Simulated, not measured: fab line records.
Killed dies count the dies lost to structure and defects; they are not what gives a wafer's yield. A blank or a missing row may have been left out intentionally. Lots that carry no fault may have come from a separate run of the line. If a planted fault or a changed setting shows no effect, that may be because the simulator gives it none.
Lot-split experiment ; flow n5-finfet ; on a route of 1938 steps: 7 lots, 21 wafers read

== THE SPLIT ITSELF ==
At N5_BEOL_M5_EXPOSE_08 (exposes mask M5, target cd 28 nm), the setting dose-mj was moved away from the recipe's 35.75 on 6 of the 21 wafers read, by -7.4% to +4.6%. For the rest of the wafers, this setting stayed at what the recipe calls for.

== FROM THE SPLIT TO THE READING: what the file shows between them, 2 steps ==
- N5_BEOL_M5_PEB_09: peb time 60 s
- N5_BEOL_M5_DEVELOP_10: develop time 30 s

== THE READING ==
At N5_BEOL_M5_CD_MEAS_11: cd-nm in nanometres, against a target cd of 27.74 nm. Typical for fault-free wafers on this fab line: 27.83 nm, with standard deviation 0.28 nm.

wafer;tool, chamber at the split;dose-mj as run;against the recipe;cd-nm, nm;against lot-mates on the recipe
L079.2;euv-scanner-01, 0;33.99;-4.9%;26.83;-1.33
L079.4;euv-scanner-01, 0;35.75;recipe;28.34;-
L079.5;euv-scanner-01, 0;35.75;recipe;27.98;-
L083.1;euv-scanner-01, 0;33.13;-7.3%;26.03;-1.40
L083.3;euv-scanner-01, 0;33.13;-7.3%;26.01;-1.42
L083.5;euv-scanner-01, 0;35.75;recipe;27.43;-
L084.4;euv-scanner-01, 0;35.75;recipe;27.81;-
L084.5;euv-scanner-01, 0;35.75;recipe;28.10;-
L084.6;euv-scanner-01, 0;35.75;recipe;28.42;-
L088.4;euv-scanner-02, 0;33.12;-7.4%;25.47;-2.27
L088.5;euv-scanner-02, 0;33.12;-7.4%;26.21;-1.53
L088.6;euv-scanner-02, 0;35.75;recipe;27.74;-
L093.2;euv-scanner-02, 0;37.4;+4.6%;28.72;+0.78
L093.5;euv-scanner-02, 0;35.75;recipe;28.07;-
L093.6;euv-scanner-02, 0;35.75;recipe;27.81;-
L095.2;euv-scanner-01, 0;35.75;recipe;27.99;-
L095.4;euv-scanner-01, 0;35.75;recipe;27.79;-
L095.6;euv-scanner-01, 0;35.75;recipe;27.72;-
L097.1;euv-scanner-01, 0;35.75;recipe;27.64;-
L097.4;euv-scanner-01, 0;35.75;recipe;27.90;-
L097.6;euv-scanner-01, 0;35.75;recipe;27.89;-

FIT RESULTS
A straight line over all 21 wafers: cd-nm changes by +0.254 nm for each +1% of dose-mj; r = +0.95; the points scatter about the line by 0.27 nm.
The same after taking each lot's own level away (the mean of its wafers on the recipe; 21 wafers): +0.222 nm for each +1%; r = +0.96; scatter 0.23 nm.
Per that fit: largest dose-mj move, reading shift of 1.6 nm.
From 27.430 to 28.160 nm: that is the span of the lots' own levels, equal to 2.6 times the standard deviation above.
In other words, the slope is changed by the lot-to-lot level; the two fits disagree.
Check: with one of the wafers moved furthest among these (-7.4%) left out of the fit, the line predicts -1.5 nm for it against its lot-mates. Against them it came out at -2.27 nm.

== ADDITIONAL SPLITS CARRIED BY THESE WAFERS ==
Before the reading, these wafers also passed through other splits. Each is held against what the fit with the lots' levels taken away leaves over:
other split on the same wafers;wafers away from the commonest value;r with cd-nm (lot level and that fit taken away)
N5_BEOL_M0_SAQP_SPACER2_ETCHBACK_27 time-s;6;+0.22
N5_BEOL_M0_ETCH_128 source-w;7;+0.25
N5_BEOL_M2_ETCH_70 source-w;7;-0.17
N5_BEOL_M2_TRENCH_ETCH_37 bias-w;5;+0.27
N5_BEOL_M3_EXPOSE_08 dose-mj;5;-0.22
N5_BEOL_M3_ETCH_70 source-w;5;-0.13

== THE WHOLE CHAIN: every reading that the file lists as answering this split, in the file's order ==
step;what it does;reading;change (the file's fit);r (the file's)
N5_BEOL_M5_CD_MEAS_11;target cd 27.74 nm;cd-nm;+0.224 nm for each +1% of the setting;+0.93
N5_BEOL_M5_DESCUM_16;chemistry O2, time 7 s;BEOL_M5.cd-nm (the simulator's own value, which no gauge read);+0.228 nm for each +1% of the setting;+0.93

== FILE'S OWN FIT ==
cd-nm changes by +0.224 nm for each +1% of dose-mj, r = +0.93.
